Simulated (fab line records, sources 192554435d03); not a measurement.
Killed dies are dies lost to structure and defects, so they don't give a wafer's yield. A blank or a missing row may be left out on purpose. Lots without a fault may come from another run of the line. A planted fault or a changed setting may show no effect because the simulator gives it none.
Chamber matching | flow n5_finfet | N5_BEOL_M12_VIA_ETCH_16 on rie_diel-05: 4 sister chambers
The step etches SiOC in C4F8/O2/Ar, target depth 724.8 nm. 8 wafers are shown with their chamber, then 12 later ones without.

WAFERS WITH THEIR CHAMBER
wafer  | chamber | throttle_valve_pct (%) | oes_product_au (a.u.)
L076.3 | 2       | 24.32                  | 0.64
L078.5 | 3       | 24.70                  | 0.60
L089.1 | 1       | 24.12                  | 0.83
L085.2 | 2       | 24.37                  | 0.61
L085.3 | 1       | 24.15                  | 0.83
L093.1 | 0       | 23.75                  | 0.74
L093.4 | 3       | 24.41                  | 0.86
L093.5 | 0       | 23.77                  | 0.75

WAFERS WITHOUT THEIR CHAMBER
wafer  | throttle_valve_pct (%) | oes_product_au (a.u.)
L096.2 | 24.12                  | 0.80
L096.4 | 24.40                  | 0.83
L096.6 | 24.13                  | 0.79
L095.3 | 24.14                  | 0.79
L095.4 | 24.06                  | 0.87
L095.6 | 23.77                  | 0.74
L090.2 | 24.43                  | 0.82
L090.4 | 24.04                  | 0.88
L090.6 | 23.80                  | 0.74
L097.1 | 24.41                  | 0.80
L097.2 | 24.05                  | 0.85
L097.6 | 24.15                  | 0.77

WHICH CHAMBER EACH WENT THROUGH
wafer  | from the rows above          | in truth
L096.2 | 1                            | 1
L096.4 | can't be placed: 3 or 2 or 1 | 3
L096.6 | 1                            | 1
L095.3 | 1                            | 1
L095.4 | 1                            | 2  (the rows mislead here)
L095.6 | 0                            | 0
L090.2 | can't be placed: 3 or 2 or 1 | 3
L090.4 | can't be placed: 1 or 0      | 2
L090.6 | 0                            | 0
L097.1 | can't be placed: 3 or 2 or 1 | 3
L097.2 | 1                            | 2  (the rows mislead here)
L097.6 | can't be placed: 1 or 2      | 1
Placed correctly: 5 of 12. Can't be placed from these rows: 5 (the true chamber is among the candidates in 4). Placed wrongly: 2.
How it was worked out, from the rows above alone: a wafer's distance from a chamber is the root of the sum, over the readings, of the square of ((its reading less the chamber's mean) divided by the reading's scatter). The wafer belongs to the nearest chamber; if the next one is less than 2 further off, it can't be placed. A chamber's mean is the mean of its shown wafers. The scatter: the root of (the sum of the squares of (reading less its chamber's mean) over the shown wafers, divided by (wafers less chambers)).
